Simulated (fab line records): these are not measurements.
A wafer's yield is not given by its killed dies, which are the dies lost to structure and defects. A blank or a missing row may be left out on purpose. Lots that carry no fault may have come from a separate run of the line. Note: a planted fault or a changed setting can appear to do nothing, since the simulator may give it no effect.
fab line records | flow n5Finfet
record: lots: 9 wafers: 27 lastDay: 17
route steps=1938 shown HKMG_FIN@437 BEOL_M4@1111
lots that met no fault: from a run of the same line without faults
startH: hours from the record's first day to the start of the lot's first wafer shown | waitH: hours from the lot's prior step to this one | " same as the row above | L1.1+2: a single row standing in for several wafers | - no value, or no start was given | * or withheld: withheld | < > ~ a bound
route shown NAME@n: NAME is a module with steps in the file, n the number in the route of the first one | usual: mean/standard deviation taken from wafers without a fault | same: alike in all rows | chamber/n: place in a boat | sites: per-site readings | _std_site: how widely they spread, as a standard deviation | _edge_site: inner sites' mean taken away from outer sites' mean | radiusMm: for every site, how far away it sits from the centre of the wafer | mask NAME#n: copy n | behind: the most recent tool/chamber to have shaped the wafer | hold: the reason the lot was held/the length of the hold in hours/how it ended | device: whichever transistor did not switch (one of n, p or np) | end of line: tests of these same wafers at the route's end | a step given without rows: its recipe and nothing more | killed: count of dies lost to structure and defects at first sort (not the wafer's yield) | map: shows each die of a wafer: x if killed, . if not, _ if none is there
set.NAME: setting as actually run; set.NAME@STEP: the setting as run at that earlier step | model.NAME: the simulator's own value behind a step, which no gauge read
steps of the route over a sample of lots; a table a step, a row a wafer
services: a tool's chamber out of use, with start hour (startH, from the record's first day; less than 0 if before it), hours out, and reason
== steps ==
step: N5_HKMG_FIN_STRIP_34
recipe: chemistry: CF4 resist: SiARC powerW: 300 biasPowerW: 75 pressureMtorr: 50 cf4FlowSccm: 150 rfFrequencyHz: 6e+07
usual: drypumpMotorCurrentA: 5.9/0.46 oesProductAu: 0.77/0.062 rfVppV: 271.2/1.3 showerheadPlenumPTorr: 1.80/0.048 throttleValvePct: 13.63/0.2
columns lot.wafer tool chamber startH waitH drypumpMotorCurrentA oesProductAu rfHoursCounterH rfVppV showerheadPlenumPTorr throttleValvePct
L313.2 rieDiel-01 3 81.87 0.0 6.7 0.73 196 272.5 1.85 13.87
L313.5 " 0 " " 5.9 0.77 - 270.7 1.72 13.38
L313.6 " 1 " " 6.2 0.88 - 270.7 1.84 13.63
L321.1 rieDiel-01 2 132.54 0.0 5.6 0.80 90 270.2 1.73 13.56
L321.4 " 0 " " 5.9 0.75 153 269.6 1.72 13.42
L321.5 " 0 " " 5.9 0.76 - 270.5 1.72 13.42
L322.1 rieDiel-02 3 138.28 0.0 5.2 0.72 180 271.7 1.80 13.58
L322.5 " 0 " " 6.2 0.93 - 272.8 1.83 13.40
L322.6 " 1 " " 5.8 0.76 - 271.6 1.78 13.66
L323.2 rieDiel-02 1 146.68 0.0 5.8 0.77 146 272.2 1.78 13.67
L323.3 " 3 " " 5.2 0.71 183 270.7 1.80 13.58
L323.4 " 2 " " 6.6 0.74 163 273.1 1.86 13.91
L324.1 rieDiel-04 0 150.33 0.0 5.3 0.71 195 270.0 1.77 13.56
L324.3 " 1 " " 5.6 0.82 73 271.8 1.80 13.57
L324.5 " 2 " " 6.0 0.80 - 272.3 1.80 13.26
L327.1 rieDiel-02 1 166.20 0.0 5.8 0.76 152 270.3 1.78 13.70
L327.4 " 3 " " 5.2 0.71 - 270.5 1.80 13.61
L327.5 " 1 " " 5.8 0.76 - 272.2 1.78 13.69
L332.2 rieDiel-01 3 195.44 0.0 6.7 0.70 238 271.7 1.84 13.96
L332.3 " 1 " " 6.2 0.82 80 270.9 1.83 13.71
L332.5 " 2 " " 5.6 0.77 - 269.2 1.73 13.59
L333.1 rieDiel-01 1 201.57 0.0 6.2 0.82 82 272.6 1.83 13.71
L333.4 " 3 " " 6.7 0.70 240 271.8 1.84 13.98
L333.6 " 1 " " 6.2 0.83 - 271.1 1.83 13.71
L334.2 rieDiel-04 3 209.89 0.0 5.6 0.99 1 273.2 1.85 13.58
L334.4 " 2 " " 6.0 0.77 112 271.3 1.80 13.32
L334.5 " 0 " " 5.3 0.69 - 270.5 1.77 13.62
step: N5_HKMG_FIN_ETCH_35
recipe: chemistry: N2/H2 target: SOC targetDepthA: 2158 ionEnergyEv: 65 biasW: 5 sourceW: 3000 timeS: 243.4 pressureMtorr: 30 n2FlowSccm: 200 h2FlowSccm: 200
usual: drypumpMotorCurrentA: 5.9/0.47 h2FlowSccm: 200.0/0.6 n2FlowSccm: 200.1/0.6 oesProductAu: 0.78/0.065 rfVppV: 141.6/1 showerheadPlenumPTorr: 2.55/0.063 throttleValvePct: 17.89/0.19
columns lot.wafer tool chamber startH waitH drypumpMotorCurrentA h2FlowSccm n2FlowSccm oesProductAu rfHoursCounterH rfVppV showerheadPlenumPTorr throttleValvePct
L313.2 rieDiel-01 3 81.89 0.0 6.7 200.3 199.7 0.72 196 143.9 2.61 17.94
L313.5 " 0 " " 5.9 199.7 200.6 0.75 - 140.4 2.45 17.79
L313.6 " 1 " " 6.2 200.2 200.5 0.89 - 141.6 2.60 17.99
L321.1 rieDiel-01 2 132.56 0.0 5.6 199.1 199.0 0.79 90 140.4 2.47 18.03
L321.4 " 0 " " 5.9 200.1 199.7 0.75 153 140.3 2.44 17.81
L321.5 " 0 " " 5.9 200.3 199.9 0.74 - 141.7 2.44 17.82
L322.1 rieDiel-02 3 138.30 0.0 5.2 200.5 199.9 0.71 180 140.7 2.52 17.63
L322.5 " 0 " " 6.2 200.7 200.9 0.92 - 144.1 2.60 17.63
L322.6 " 1 " " 5.8 199.7 198.7 0.77 - 142.2 2.53 17.78
L323.2 rieDiel-02 1 146.70 0.0 5.9 199.8 200.5 0.78 146 139.6 2.52 17.78
L323.3 " 3 " " 5.2 200.6 200.6 0.72 183 142.1 2.52 17.61
L323.4 " 2 " " 6.6 200.0 199.6 0.75 163 142.0 2.64 18.20
L324.1 rieDiel-04 0 150.35 0.0 5.3 199.9 199.7 0.72 195 141.8 2.53 17.83
L324.3 " 1 " " 5.5 199.7 199.0 0.83 73 141.1 2.58 17.98
L324.5 " 2 " " 6.0 200.0 200.7 0.80 - 142.0 2.57 17.55
L327.1 rieDiel-02 1 166.22 0.0 5.8 199.4 199.7 0.77 153 142.2 2.52 17.80
L327.4 " 3 " " 5.2 200.8 199.0 0.71 - 141.9 2.52 17.65
L327.5 " 1 " " 5.8 199.0 199.8 0.78 - 141.6 2.52 17.80
L332.2 rieDiel-01 3 195.46 0.0 6.7 199.7 198.7 0.70 238 142.3 2.59 18.01
L332.3 " 1 " " 6.2 200.4 200.3 0.85 80 140.4 2.58 18.05
L332.5 " 2 " " 5.6 199.8 200.8 0.76 - 141.0 2.46 18.09
L333.1 rieDiel-01 1 201.59 0.0 6.2 199.5 200.1 0.85 82 141.9 2.58 18.05
L333.4 " 3 " " 6.7 201.2 200.4 0.69 240 142.2 2.59 18.01
L333.6 " 1 " " 6.2 200.6 200.4 0.84 - 141.2 2.58 18.08
L334.2 rieDiel-04 3 209.91 0.0 5.6 200.3 200.8 1.02 1 143.0 2.59 17.66
L334.4 " 2 " " 6.0 200.6 199.5 0.77 112 141.4 2.56 17.60
L334.5 " 0 " " 5.3 200.1 200.3 0.70 - 141.1 2.52 17.86
step: N5_HKMG_FIN_STRIP_19
recipe: chemistry: N2/H2 powerW: 2500 tempC: 300 h2Frac: 0.65 timeS: 360 pressureMtorr: withheld n2FlowSccm: 1750 h2FlowSccm: 3250
usual: drypumpMotorCurrentA: 5.29/0.27 h2FlowSccm: 3250/9 heaterPowerW: 496/21 n2FlowSccm: 1750/5.3
columns lot.wafer tool chamber startH waitH drypumpMotorCurrentA h2FlowSccm heaterPowerW n2FlowSccm rfHoursCounterH
L313.2 plasmaAsher-02 0 82.54 0.4 4.98 3252 484 1756 79
L313.5 " 1 " " 5.16 3258 523 1744 -
L313.6 " 0 " " 4.98 3258 485 1757 -
L321.1 plasmaAsher-02 0 132.88 0.0 4.98 3264 481 1747 86
L321.4 " 0 " " 4.96 3252 477 1749 -
L321.5 " 0 " " 4.97 3249 483 1755 -
L322.1 plasmaAsher-01 1 138.59 0.0 5.69 3251 500 1755 50
L322.5 " 1 " " 5.66 3266 515 1748 -
L322.6 " 0 " " 5.47 3264 476 1746 -
L323.2 plasmaAsher-01 0 147.00 0.0 5.47 3253 464 1738 51
L323.3 " 1 " " 5.69 3251 496 1753 -
L323.4 " 0 " " 5.49 3244 458 1748 -
L324.1 plasmaAsher-01 0 150.64 0.0 5.47 3248 455 1741 52
L324.3 " 0 " " 5.48 3259 468 1753 -
L324.5 " 0 " " 5.46 3253 475 1758 -
L327.1 plasmaAsher-02 1 166.53 0.0 5.14 3253 497 1747 93
L327.4 " 1 " " 5.16 3247 516 1748 -
L327.5 " 0 " " 4.98 3260 482 1747 -
L332.2 plasmaAsher-02 1 195.76 0.0 5.14 3269 519 1754 99
L332.3 " 1 " " 5.14 3245 516 1752 -
L332.5 " 1 " " 5.15 3234 520 1751 -
L333.1 plasmaAsher-01 1 201.89 0.0 5.65 3234 504 1744 62
L333.4 " 0 " " 5.46 3256 475 1757 -
L333.6 " 1 " " 5.70 3246 505 1747 -
L334.2 plasmaAsher-02 1 210.21 0.0 5.14 3257 528 1756 101
L334.4 " 1 " " 5.14 3255 524 1748 -
L334.5 " 0 " " 4.95 3236 486 1748 -
step: N5_HKMG_FIN_ALD_71
recipe: material: TiN targetThkA: 10 tempC: 400 aldPrecursorFamily: TiCl4 aldCoReactant: NH3 pulseTimeS: 1 purgeTimeS: 3 coReactantPurgeTimeS: 2 coReactantPulseTimeS: 2 aldCycles: 47 pressureTorr: 3
usual: chamberPressureTorr: 2.999/0.007 heaterPowerW: 943/81 precursorPulseHeightRel: 1.000/0.019 susceptorTempC: 399.99/0.2
same: coReactantPulseTimeS: 2
columns lot.wafer tool chamber startH waitH chamberPressureTorr heaterPowerW precursorPulseHeightRel susceptorTempC
L313.2 aldMetal-01 0 84.00 0.0 2.999 898 0.991 399.86
L313.5 " 2 " " 3.011 920 1.012 399.57
L313.6 " 1 " " 3.001 979 1.018 399.87
L321.1 aldMetal-03 1 134.33 0.0 3.014 956 0.978 415.35
L321.4 " 2 " " 2.996 1155 0.986 415.41
L321.5 " 0 " " 3.009 991 1.022 415.10
L322.1 aldMetal-01 0 140.05 0.0 2.989 903 0.967 399.99
L322.5 " 3 " " 3.010 937 1.019 400.03
L322.6 " 2 " " 2.989 916 1.021 399.90
L323.2 aldMetal-01 0 148.48 0.0 3.007 897 0.985 399.82
L323.3 " 2 " " 2.992 916 0.982 399.93
L323.4 " 3 " " 2.992 954 0.972 400.08
L324.1 aldMetal-03 0 152.10 0.0 2.991 980 0.988 415.33
L324.3 " 2 " " 3.005 1184 0.976 415.55
L324.5 " 3 " " 2.996 1155 0.987 415.47
L327.1 aldMetal-04 3 167.99 0.0 2.991 955 1.027 400.08
L327.4 " 1 " " 3.010 1028 0.998 399.99
L327.5 " 0 " " 2.996 770 0.990 399.92
L332.2 aldMetal-04 3 197.23 0.0 2.996 972 1.003 399.95
L332.3 " 0 " " 3.005 778 0.991 400.16
L332.5 " 2 " " 2.995 858 0.972 399.75
L333.1 aldMetal-04 1 203.34 0.0 2.995 1023 1.002 400.04
L333.4 " 0 " " 2.998 801 1.003 399.85
L333.6 " 2 " " 2.993 892 1.017 400.22
L334.2 aldMetal-01 1 211.85 0.0 3.006 972 1.024 400.05
L334.4 " 3 " " 2.994 945 1.003 399.99
L334.5 " 0 " " 2.997 895 0.969 400.07
step: N5_BEOL_M4_RC_MEAS_101
usual: DIBL_N: 36.1/1.6 DIBL_P: 35.8/2.1 IOFF_N: 0.16/0.031 IOFF_P: 0.21/0.034 ION_N: 673/12 ION_P: 461/7.2 SS_N: 71.4/0.59 SS_P: 73.3/0.63 VT_N: 250/3.1 VT_P: -250/3.3
columns lot.wafer tool chamber startH waitH DIBL_N[mV/V] DIBL_P[mV/V] IOFF_N[nA/um] IOFF_P[nA/um] ION_N[uA/um] ION_P[uA/um] SS_N[mV/dec] SS_P[mV/dec] VT_N[mV] VT_P[mV]
L313.2 prober-01 0 175.52 0.2 35.3 35.4 0.15 0.19 674 457 71.6 73.0 249 -251
L313.5 " 0 " " 38.5 38.8 0.21 0.24 687 461 72.6 73.6 245 -249
L313.6 " 0 " " 36.4 37.1 0.16 0.23 674 465 71.7 73.4 250 -247
L321.1 prober-02 0 233.51 0.0 37.3 37.4 0.17 0.23 678 468 71.3 73.4 246 -247
L321.4 " 0 " " 36.4 35.5 0.14 0.18 667 453 70.6 73.6 251 -253
L321.5 " 0 " " 36.4 36.1 0.15 0.21 668 454 70.6 73.7 251 -251
L322.1 prober-01 0 234.95 0.0 35.4 36.1 0.14 0.17 667 452 71.0 73.5 253 -256
L322.5 " 0 " " 35.0 35.7 0.14 0.17 676 460 71.0 72.2 251 -255
L322.6 " 0 " " 35.7 36.6 0.14 0.18 664 452 71.4 73.3 254 -255
L323.2 prober-01 0 246.21 0.2 34.2 34.8 0.14 0.20 666 463 70.9 72.3 250 -249
L323.3 " 0 " " 34.6 36.0 0.15 0.21 688 478 71.3 72.5 248 -250
L323.4 " 0 " " 36.7 36.9 0.18 0.21 687 471 71.7 73.6 247 -254
L324.1 prober-01 0 250.77 0.0 36.6 36.1 0.16 0.22 667 463 71.8 73.7 249 -248
L324.3 " 0 " " 36.2 34.7 0.15 0.19 665 457 71.3 72.7 253 -249
L324.5 " 0 " " 33.7 32.1 0.12 0.16 658 448 70.5 72.8 252 -251
L327.1 prober-01 0 259.67 0.0 35.4 35.8 0.15 0.21 672 465 71.2 73.1 249 -250
L327.4 " 0 " " 33.9 34.5 0.13 0.18 656 454 70.8 72.5 254 -250
L327.5 " 0 " " 32.9 33.4 0.11 0.17 646 457 70.6 72.7 253 -252
L332.2 prober-02 0 295.19 0.2 35.3 34.9 0.15 0.23 667 470 71.1 73.2 253 -247
L332.3 " 0 " " 37.0 37.4 0.18 0.26 670 470 71.5 73.6 247 -247
L332.5 " 0 " " 37.0 35.8 0.18 0.23 675 465 71.3 73.6 249 -247
L333.1 prober-01 0 300.74 0.0 36.8 35.8 0.18 0.22 676 465 71.4 73.6 247 -247
L333.4 " 0 " " 38.2 38.7 0.21 0.29 685 469 72.2 74.5 244 -246
L333.6 " 0 " " 37.3 36.1 0.17 0.23 675 462 71.9 73.7 249 -249
L334.2 prober-02 0 301.17 0.2 33.8 31.7 0.11 0.18 650 464 70.8 71.4 253 -249
L334.4 " 0 " " 39.8 39.0 0.26 0.31 699 474 71.7 73.9 241 -241
L334.5 " 0 " " 37.5 36.7 0.18 0.27 690 471 71.7 73.3 244 -244
== services ==
columns tool chamber startH hours kind
rieDiel-02 1 60.94 12.0 repair
rieDiel-01 1 68.06 6.8 repair
plasmaAsher-01 - 81.45 1.4 repair
rieDiel-02 0 91.12 - clean
rieDiel-02 0 91.12 - consumableReplace:focusRing
rieDiel-02 0 91.12 16.2 scheduledDown
rieDiel-02 0 91.12 16.2 ventCycle
rieDiel-01 1 98.46 4.6 repair
aldMetal-04 - 113.79 0.5 repair
aldMetal-01 - 119.87 6.0 pm
plasmaAsher-01 - 131.10 4.4 repair
aldMetal-03 - 143.59 0.7 repair
rieDiel-04 3 149.90 3.7 repair
rieDiel-02 2 165.11 1.6 repair
rieDiel-02 1 169.68 5.5 repair
rieDiel-04 3 174.05 - clean
rieDiel-04 3 174.05 - consumableReplace:focusRing
rieDiel-04 3 174.05 32.0 scheduledDown
rieDiel-04 3 174.05 32.0 ventCycle
rieDiel-02 - 176.27 14.6 pm
plasmaAsher-01 - 177.47 2.0 repair
rieDiel-04 0 192.97 14.7 repair
== key ==
firstSign: step: N5_HKMG_FIN_ALD_71 reading: susceptorTempC direction: up sigmas: 76 usual: * struck: *
effect: step: N5_HKMG_FIN_ALD_71 reading: heaterPowerW direction: up sigmas: 1.6 usual: * struck: *
metAt N5_HKMG_FIN_ALD_71
struckLots L321,L324
notActingAt N5_HKMG_FIN_STRIP_34,N5_HKMG_FIN_ETCH_35,N5_HKMG_FIN_STRIP_19
fault: kind: processParameterDrift tool: aldMetal-03 chamber: - onsetH: 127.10 steps: N5_HKMG_FIN_ALD_71 channel: tempC offset: * shape: step endH: 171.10 actsIn: * stated: *
